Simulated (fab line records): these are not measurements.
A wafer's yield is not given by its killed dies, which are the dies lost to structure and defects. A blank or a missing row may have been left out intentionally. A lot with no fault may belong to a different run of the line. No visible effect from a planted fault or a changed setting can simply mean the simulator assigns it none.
A lot that was struck, set against a sound lot || flow nand-harc || 14 out of 1302 route steps
Sound: these wafers, L491.1, L491.5, L491.6. Wafers L499.1, L499.4, L499.6 were the ones struck. The cause is named last.
Each step with rows lists, per side, the tool, then ch with its chambers, then its first start. Under that, the readings that differ: sound wafers || struck wafers || difference of the means || sigmas: that difference in standard deviations of wafers without a fault.
alike: readings with means less than 2 such deviations apart, plus words and numbers identical on both sides. not compared: withheld readings, readings lacking a value on some wafer, bounds such as >300 that could conceal the same value, and numbers that have no deviation in the record and whose values overlap.
A row with sigmas, a row that says differs or no value, or rows on one side alone: a step with any of these is where the two part. Numbers that have no deviation but don't overlap get no sigmas and don't part them. A reading that every wafer of one side lacks parts them only if that side has two wafers or more.

first, 2 steps without rows for these wafers: NHARC_A_CHANNEL_HOLE_D1_PRECLEAN_28 (cleans in SC1); NHARC_A_CHANNEL_HOLE_D1_SRD_29.
NHARC_A_CHANNEL_HOLE_D1_CD_MEAS_30:
  sound: cd-sem-03 at day 9 18:35; struck: cd-sem-02 at day 13 02:03
{"reading": "cd-nm (nm)", "sound": "87.9 88.5 88.3", "struck": "90.4 91.2 89.8", "difference": "+2.2", "sigmas": "+2"}
NHARC_A_CHANNEL_HOLE_D1_XSEM_31:
  sound on xsem-02 ch 0, day 9 18:41; struck on xsem-02 ch 0, day 13 02:08
{"reading": "bot-cd-nm (nm)", "sound": "71.8 73.2 72.5", "struck": "75.6 75.9 74.3", "difference": "+2.8", "sigmas": "+2"}
{"reading": "bow-nm (nm)", "sound": "8.2 8.2 8.1", "struck": "9.2 9.2 9.1", "difference": "+1.0", "sigmas": "+3"}
  alike: tilt-deg
NHARC_A_CHANNEL_HOLE_D1_INSPECT_40:
  sound: defect-inspect-01 at day 9 18:47; struck: defect-inspect-01 at day 13 02:14
  alike: raw-defect-count
then, 2 steps without rows for these wafers: NHARC_A_CHANNEL_FILL_D1_PRECLEAN_00 (cleans in SC1); NHARC_A_CHANNEL_FILL_D1_SRD_01.
NHARC_A_CHANNEL_FILL_D1_ALD_02: deposits SiO2, target thk 6 nm, pulse time 10 s, ald cycles 60.
  sound on ald-hk-03 ch 0,2,3, day 9 19:07; struck on ald-hk-03 ch 1,2,3, day 13 02:26
  alike: heater-power-w, precursor-pulse-height-rel
NHARC_A_CHANNEL_FILL_D1_ALD_03: deposits SiNx, target thk 6 nm, pulse time 60 s, ald cycles 58.
  sound: ald-sin-batch-02 ch 0; struck: ald-sin-batch-01 ch 0
  alike: precursor-pulse-height-rel
then, 1 step without rows for these wafers: NHARC_A_CHANNEL_FILL_D1_ALD_14 (deposits SiO2, target thk 2.5 nm, pulse time 10 s, ald cycles 25).
NHARC_A_CHANNEL_FILL_D1_ALD_15: deposits SiNx, target thk 2 nm, pulse time 60 s, ald cycles 19.
  sound: ald-sin-batch-03 ch 0; struck: ald-sin-batch-03 ch 0
  alike: precursor-pulse-height-rel
NHARC_A_CHANNEL_FILL_D1_ALD_16: deposits SiO2, target thk 1.5 nm, pulse time 10 s, ald cycles 15.
  sound on ald-hk-03 ch 0,1, day 10 08:32; struck on ald-hk-03 ch 0,1,2, day 13 15:13
  alike: heater-power-w, precursor-pulse-height-rel
NHARC_A_CHANNEL_FILL_D1_ANNEAL_17: time 1800 s.
  struck on furnace-05, day 13 18:32; sound on furnace-05 ch 0, day 10 11:55
  no value came back on the struck wafers for spike-tc-bottom-C (C), spike-tc-centre-C (C); on the sound wafers spike-tc-bottom-C (C) reads 871.4 873.3 873.8
then, 1 step without rows for these wafers: NHARC_A_CHANNEL_FILL_D1_CVD_18 (deposits poly-Si, target thk 3 nm).

## WHERE THEY PART
Last at NHARC_A_CHANNEL_FILL_D1_ANNEAL_17 as far as this record goes, first at NHARC_A_CHANNEL_HOLE_D1_CD_MEAS_30.

WHY: whatever the simulator had introduced
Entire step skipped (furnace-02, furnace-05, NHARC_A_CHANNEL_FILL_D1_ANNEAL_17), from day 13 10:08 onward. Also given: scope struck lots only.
